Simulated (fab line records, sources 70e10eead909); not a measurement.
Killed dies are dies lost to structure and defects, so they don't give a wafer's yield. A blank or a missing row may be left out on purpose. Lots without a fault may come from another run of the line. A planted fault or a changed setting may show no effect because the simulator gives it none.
Chamber matching | flow nand_harc | NHARC_A_STAIRCASE_DEP_151 on pecvd-04: 3 sister chambers
The step deposits SiO2, target thk 7200 nm. 14 wafers are shown with their chamber, then 7 later ones without.

WAFERS WITH THEIR CHAMBER
wafer  | chamber | heater_power_w (W)
L074.1 | 0       | 802
L074.2 | 2       | 759
L074.5 | 0       | 636
L076.1 | 0       | 787
L076.3 | 2       | 801
L076.6 | 0       | 641
L081.2 | 0       | 777
L081.4 | 1       | 693
L081.5 | 0       | 650
L082.2 | 2       | 794
L082.4 | 0       | 637
L082.6 | 2       | 675
L090.1 | 1       | 835
L090.2 | 0       | 706

SIGNATURES (means of the wafers above)
reading        | chamber 0 | chamber 1 | chamber 2 | scatter within a chamber
heater_power_w | 704.50    | 764.00    | 757.25    | 72.6
Rule: a wafer's distance from a chamber is the root of the sum, over the readings, of the square of ((its reading less the chamber's mean) divided by the reading's scatter). The wafer belongs to the nearest chamber; if the next one is less than 2 further off, it can't be placed. The scatter: the root of (the sum of the squares of (reading less its chamber's mean) over the shown wafers, divided by (wafers less chambers)).

WAFERS WITHOUT THEIR CHAMBER
wafer  | heater_power_w (W)
L090.3 | 833
L092.1 | 714
L092.3 | 755
L092.5 | 677
L095.1 | 720
L095.4 | 673
L095.5 | 692

WHICH CHAMBER EACH WENT THROUGH
wafer  | from the rows above          | in truth
L090.3 | can't be placed: 1 or 2 or 0 | 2
L092.1 | can't be placed: 0 or 2 or 1 | 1
L092.3 | can't be placed: 2 or 1 or 0 | 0
L092.5 | can't be placed: 0 or 2 or 1 | 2
L095.1 | can't be placed: 0 or 2 or 1 | 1
L095.4 | can't be placed: 0 or 2 or 1 | 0
L095.5 | can't be placed: 0 or 2 or 1 | 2
Placed correctly: 0 of 7. Can't be placed from these rows: 7 (the true chamber is among the candidates in 7). Placed wrongly: 0.
